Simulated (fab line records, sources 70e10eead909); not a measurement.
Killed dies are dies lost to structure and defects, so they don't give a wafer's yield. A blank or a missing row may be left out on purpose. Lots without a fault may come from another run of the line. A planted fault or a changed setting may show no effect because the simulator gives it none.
Chamber matching | flow nand_harc | NHARC_A_CONTACT_ETCH_88 on rie_diel-02: 4 sister chambers
The step etches the open film in CF4, target depth 39 nm, time 65 s. 18 wafers are shown with their chamber, then 9 later ones without.

WAFERS WITH THEIR CHAMBER
wafer  | chamber | drypump_motor_current_A (A) | oes_product_au (a.u.) | rf_vpp_V (V)
L906.1 | 3       | 5.9                         | 1.000                 | 150.1
L906.2 | 0       | 6.0                         | 1.000                 | 153.6
L906.5 | 0       | 6.0                         | 0.997                 | 152.9
L914.2 | 0       | 6.0                         | 0.998                 | 151.7
L914.4 | 3       | 5.9                         | 0.980                 | 150.0
L914.6 | 0       | 6.0                         | 0.994                 | 152.3
L915.3 | 0       | 6.0                         | 1.005                 | 151.6
L915.4 | 2       | 5.8                         | 1.014                 | 149.5
L915.6 | 0       | 6.0                         | 1.001                 | 151.0
L916.1 | 0       | 6.0                         | 1.007                 | 152.7
L916.3 | 1       | 5.7                         | 1.003                 | 149.8
L916.4 | 3       | 5.9                         | 0.989                 | 149.7
L920.3 | 1       | 5.7                         | 0.996                 | 149.6
L920.5 | 0       | 6.0                         | 1.001                 | 153.4
L920.6 | 3       | 5.9                         | 0.988                 | 150.4
L919.1 | 3       | 5.8                         | 0.979                 | 151.1
L919.3 | 1       | 5.7                         | 1.003                 | 148.2
L919.4 | 0       | 5.9                         | 0.997                 | 152.1

SIGNATURES (means of the wafers above)
reading                 | chamber 0 | chamber 1 | chamber 2 | chamber 3 | scatter within a chamber
drypump_motor_current_A | 5.989     | 5.700     | 5.800     | 5.880     | 0.0347
oes_product_au          | 1.00000   | 1.00067   | 1.01400   | 0.98720   | 0.00569
rf_vpp_V                | 152.367   | 149.200   | 149.500   | 150.260   | 0.784
Rule: a wafer's distance from a chamber is the root of the sum, over the readings, of the square of ((its reading less the chamber's mean) divided by the reading's scatter). The wafer belongs to the nearest chamber; if the next one is less than 2 further off, it can't be placed. The scatter: the root of (the sum of the squares of (reading less its chamber's mean) over the shown wafers, divided by (wafers less chambers)).

WAFERS WITHOUT THEIR CHAMBER
wafer  | drypump_motor_current_A (A) | oes_product_au (a.u.) | rf_vpp_V (V)
L922.1 | 6.0                         | 0.998                 | 153.0
L922.4 | 5.8                         | 1.018                 | 150.6
L922.6 | 5.8                         | 1.015                 | 149.7
L925.2 | 5.9                         | 0.981                 | 149.1
L925.3 | 5.7                         | 1.008                 | 150.0
L925.4 | 5.8                         | 0.995                 | 148.5
L926.1 | 5.8                         | 1.014                 | 149.9
L926.3 | 5.9                         | 0.986                 | 149.7
L926.6 | 5.8                         | 1.008                 | 150.5

WHICH CHAMBER EACH WENT THROUGH
wafer  | from the rows above          | in truth
L922.1 | 0                            | 0
L922.4 | 2                            | 2
L922.6 | 2                            | 2
L925.2 | 3                            | 3
L925.3 | can't be placed: 1 or 2      | 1
L925.4 | can't be placed: 1 or 3 or 2 | 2
L926.1 | 2                            | 2
L926.3 | 3                            | 3
L926.6 | can't be placed: 2 or 1      | 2
Placed correctly: 6 of 9. Can't be placed from these rows: 3 (the true chamber is among the candidates in 3). Placed wrongly: 0.
